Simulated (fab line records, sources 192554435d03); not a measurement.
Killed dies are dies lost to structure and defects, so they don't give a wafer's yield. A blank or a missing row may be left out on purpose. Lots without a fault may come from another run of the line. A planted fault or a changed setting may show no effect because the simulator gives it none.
Chamber matching | flow n5_finfet | N5_BEOL_M2_ETCH_64 on rie_diel-06: 4 sister chambers
The step etches SOC in N2/H2, target depth 75 nm, overetch 22.5 nm, time 121.9 s. 4 wafers are shown with their chamber, then 8 later ones without.

WAFERS WITH THEIR CHAMBER
wafer  | chamber | showerhead_plenum_p_Torr (Torr)
L081.5 | 3       | 2.54
L090.5 | 0       | 2.48
L090.6 | 1       | 2.53
L091.1 | 2       | 2.60

WAFERS WITHOUT THEIR CHAMBER
wafer  | showerhead_plenum_p_Torr (Torr)
L091.3 | 2.48
L091.6 | 2.53
L094.2 | 2.48
L094.5 | 2.47
L094.6 | 2.53
L095.1 | 2.52
L095.2 | 2.53
L095.4 | 2.53

WHICH CHAMBER EACH WENT THROUGH
wafer  | from the rows above | in truth
L091.3 | 0                   | 0
L091.6 | 1                   | 1
L094.2 | 0                   | 0
L094.5 | 0                   | 0
L094.6 | 1                   | 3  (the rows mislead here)
L095.1 | 1                   | 1
L095.2 | 1                   | 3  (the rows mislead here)
L095.4 | 1                   | 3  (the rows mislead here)
Placed correctly: 5 of 8. Can't be placed from these rows: 0. Placed wrongly: 3.
How it was worked out, from the rows above alone: a wafer's distance from a chamber is the root of the sum, over the readings, of the square of ((its reading less the chamber's mean) divided by the reading's scatter). The wafer belongs to the nearest chamber; if the next one is less than 2 further off, it can't be placed. A chamber's mean is the mean of its shown wafers. The scatter: with one shown wafer a chamber, the root of the mean of the squares of how far each hidden wafer lies from its nearest shown one.
